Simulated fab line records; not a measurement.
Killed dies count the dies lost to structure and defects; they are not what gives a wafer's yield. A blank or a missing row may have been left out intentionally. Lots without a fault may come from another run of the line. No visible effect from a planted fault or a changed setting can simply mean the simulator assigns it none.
Chamber matching / flow n5_finfet / 4 sister chambers for N5_ILD0_ALD_15 on ald_sin-01
The step deposits SiNx, target thk 24 nm, pulse time 1 s, ald cycles 480. 4 wafers are shown with their chamber, then 12 later ones without.

== WAFERS WITH THEIR CHAMBER ==
wafer=L089.3; chamber=0; heater_power_w (W)=918
wafer=L090.3; chamber=2; heater_power_w (W)=911
wafer=L091.3; chamber=3; heater_power_w (W)=914
wafer=L091.6; chamber=1; heater_power_w (W)=943

== WAFERS MISSING THEIR CHAMBER ==
wafer=L093.1; heater_power_w (W)=933
wafer=L093.3; heater_power_w (W)=938
wafer=L093.6; heater_power_w (W)=916
wafer=L094.1; heater_power_w (W)=904
wafer=L094.2; heater_power_w (W)=907
wafer=L094.3; heater_power_w (W)=934
wafer=L095.2; heater_power_w (W)=926
wafer=L095.3; heater_power_w (W)=960
wafer=L095.6; heater_power_w (W)=934
wafer=L097.1; heater_power_w (W)=945
wafer=L097.3; heater_power_w (W)=953
wafer=L097.6; heater_power_w (W)=906

== EACH ONE'S CHAMBER ==
wafer=L093.1; from the rows above=can't be placed: 1 or 0 or 3 or 2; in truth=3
wafer=L093.3; from the rows above=can't be placed: 1 or 0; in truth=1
wafer=L093.6; from the rows above=can't be placed: 0 or 3 or 2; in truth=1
wafer=L094.1; from the rows above=can't be placed: 2 or 3 or 0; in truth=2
wafer=L094.2; from the rows above=can't be placed: 2 or 3 or 0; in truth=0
wafer=L094.3; from the rows above=can't be placed: 1 or 0 or 3 or 2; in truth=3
wafer=L095.2; from the rows above=can't be placed: 0 or 3 or 2 or 1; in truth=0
wafer=L095.3; from the rows above=1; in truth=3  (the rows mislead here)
wafer=L095.6; from the rows above=can't be placed: 1 or 0 or 3 or 2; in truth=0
wafer=L097.1; from the rows above=1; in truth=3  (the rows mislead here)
wafer=L097.3; from the rows above=1; in truth=1
wafer=L097.6; from the rows above=can't be placed: 2 or 3 or 0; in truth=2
Correct placement for 1 of the 12. Not placeable from these rows: 9 (in 8, the candidates include the true chamber). 2 placed wrongly.
How it was worked out, from the rows above alone: a wafer's distance from a chamber is the root of the sum, over the readings, of the square of ((its reading less the chamber's mean) divided by the reading's scatter). The wafer belongs to the nearest chamber; if the next one is less than 2 further off, it can't be placed. Each chamber's mean is taken over the wafers shown for it. The scatter: with one shown wafer a chamber, the root of the mean of the squares of how far each hidden wafer lies from its nearest shown one.
